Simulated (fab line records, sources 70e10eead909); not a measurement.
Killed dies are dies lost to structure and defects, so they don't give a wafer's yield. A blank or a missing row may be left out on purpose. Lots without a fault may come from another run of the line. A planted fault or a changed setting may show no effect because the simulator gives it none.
A struck lot beside a sound one | flow nand_harc | 26 steps out of a route of 1159
Sound: wafers L290.2, L290.4, L290.6. Struck: wafers L296.2, L296.3, L296.6. The cause comes at the end.
At each step with rows: each side's tool, then ch and its chambers, then its first start. Under that, the readings that differ: sound wafers | struck wafers | difference of the means | sigmas: that difference in standard deviations of wafers without a fault.
alike: readings whose means differ by less than 2 such deviations, and words and numbers that are the same on both sides. not compared: withheld readings, readings that some wafer has no value for, bounds like >300 that may hide the same value, and numbers for which the record gives no deviation and whose values overlap.
The two part at a step that has a row with sigmas, a row that says differs or no value, or rows on one side only. Numbers that don't overlap but have no deviation are shown without sigmas and don't part them. A reading that every wafer of one side lacks parts them only if that side has two wafers or more.

first, 1 step without rows for these wafers: NHARC_P_M1_PRE_CLEAN_30 (time 30 s).
NHARC_P_M1_PVD_20: deposits TaN, target thk 5 nm, time 8.06 s.
  sound on pvd_sputter-02; struck on pvd_sputter-02
  alike: throttle_valve_pct
then, 2 steps without rows for these wafers: NHARC_P_M1_PVD_21 (deposits Cu, target thk 30 nm, time 20.49 s); NHARC_P_M1_ECD_22 (material Cu, target thk 400 nm).
NHARC_P_M1_ANNEAL_31: time 90 s.
  sound on rtp_anneal-02 ch 0, day 6 01:59; struck on rtp_anneal-01 ch 0, day 7 20:24
  alike: anneal_temp_c, wafer_temp_C_max
NHARC_P_M1_CMP_23: polishes, t overpolish 20 s, target thk 157.82 nm.
  sound on cmp-03 ch 0,1,3, day 6 02:20; struck on cmp-04 ch 0,1,2, day 7 20:41
  alike: motor_current_A, slurry_filter_dp_kPa, time_to_endpoint_s
NHARC_P_M1_THK_MEAS_24: measures by xrf.
  sound on film_metro-01, day 6 02:35; struck on film_metro-02, day 7 21:01
  alike: thk_nm
then, 1 step without rows for these wafers: NHARC_P_M1_SRD_25.
NHARC_P_M1_INSPECT_27:
  sound on defect_inspect-02, day 6 02:45; struck on defect_inspect-01, day 7 21:10
  alike: raw_defect_count
NHARC_P_M1_PRE_CLEAN_32: time 12 s.
  sound on pecvd-04 ch 1,2, day 6 02:55; struck on pecvd-04 ch 1,2, day 7 21:14
  alike: heater_power_w
NHARC_P_M1_DEP_33: deposits SiCN, target thk 30 nm.
  sound on pecvd-04 ch 1,2, day 6 03:03; struck on pecvd-04 ch 1,2, day 7 21:19
  alike: heater_power_w
NHARC_P_M2_DEP_00: deposits SiOC, target thk 182.5 nm.
  sound on pecvd-04 ch 1,2, day 6 03:32; struck on pecvd-04 ch 0,1,2, day 7 21:45
then, 9 steps without rows for these wafers: NHARC_P_M2_DEHYDRATE_01 (time 120 s); NHARC_P_M2_HMDS_02 (time 30 s); NHARC_P_M2_COAT_34 (time 65 s); NHARC_P_M2_COAT_03 (resist thk 90 nm); NHARC_P_M2_SOFTBAKE_04 (time 55 s); NHARC_P_M2_EBR_05; NHARC_P_M2_EXPOSE_06 (exposes mask P M2, target cd 170 nm); NHARC_P_M2_PEB_07 (peb time 65 s); NHARC_P_M2_DEVELOP_08 (develop time 35 s).
NHARC_P_M2_CD_MEAS_09: target cd 170 nm.
  sound on cd_sem-01 ch 0, day 6 04:20; struck on cd_sem-01 ch 0, day 7 22:32
  reading    | sound             | struck            | difference | sigmas
  cd_nm (nm) | 169.6 169.2 168.7 | 170.7 169.9 170.2 | +1.1       | +2
NHARC_P_M2_OVL_MEAS_10: pitch 340 nm.
  sound on overlay-02, day 6 04:25; struck on overlay-02, day 7 22:38
  alike: overlay_x_nm, overlay_y_nm
NHARC_P_M2_INSPECT_11:
  sound on defect_inspect-01, day 6 04:28; struck on defect_inspect-02, day 7 22:40
  reading          | sound | struck      | difference | sigmas
  raw_defect_count | 2 5 1 | 367 373 400 | +377       | +99 or more
then, 1 step without rows for these wafers: NHARC_P_M2_DESCUM_14 (chemistry O2, time 3 s).
-- the record jumps here: 14 days lie between the struck wafers' starts before and after (it left off in module P_M2 and takes up again in module END, whose first step shown is number 1159 of the route) --
NHARC_END_SORT_01:
  sound on prober-01 ch 0, day 21 02:44; struck on prober-01 ch 0, day 21 18:17
  reading                  | sound             | struck         | difference | sigmas
  defect_limited_yield (%) | 97.0 97.6 97.0    | 85.8 86.9 85.7 | -11.1      | -8
  killed_at_periphery      | 1 2 1             | 73 71 80       | +73        | +31
  killed_dies              | 20 16 20          | 96 89 97       | +75        | +8
  sort_bin_2_pct (%)       | 1.0 0.9 1.0       | 5.9 6.2 6.6    | +5.3       | +9
  sort_bin_3_pct (%)       | 0.44 0.15 0.44    | 2.22 2.95 2.95 | +2.36      | +10
  sort_bin_4_pct (%)       | 1.5 1.3 1.5       | 6.1 4.0 4.7    | +3.5       | +4
  sort_n_pass              | 657 661 657       | 581 588 580    | -75        | -8
  sort_rim_yield_pct (%)   | 100.0 100.0 100.0 | 82.1 97.2 92.5 | -9.4       | -4
  sort_yield_pct (%)       | 97.0 97.6 97.0    | 85.8 86.9 85.7 | -11.1      | -8
  alike: killed_at_array, killed_at_other, killed_open, killed_short

WHERE THEY PART
First at NHARC_P_M2_CD_MEAS_09; last, within this record, at NHARC_END_SORT_01.

WHY: what the simulator had put in
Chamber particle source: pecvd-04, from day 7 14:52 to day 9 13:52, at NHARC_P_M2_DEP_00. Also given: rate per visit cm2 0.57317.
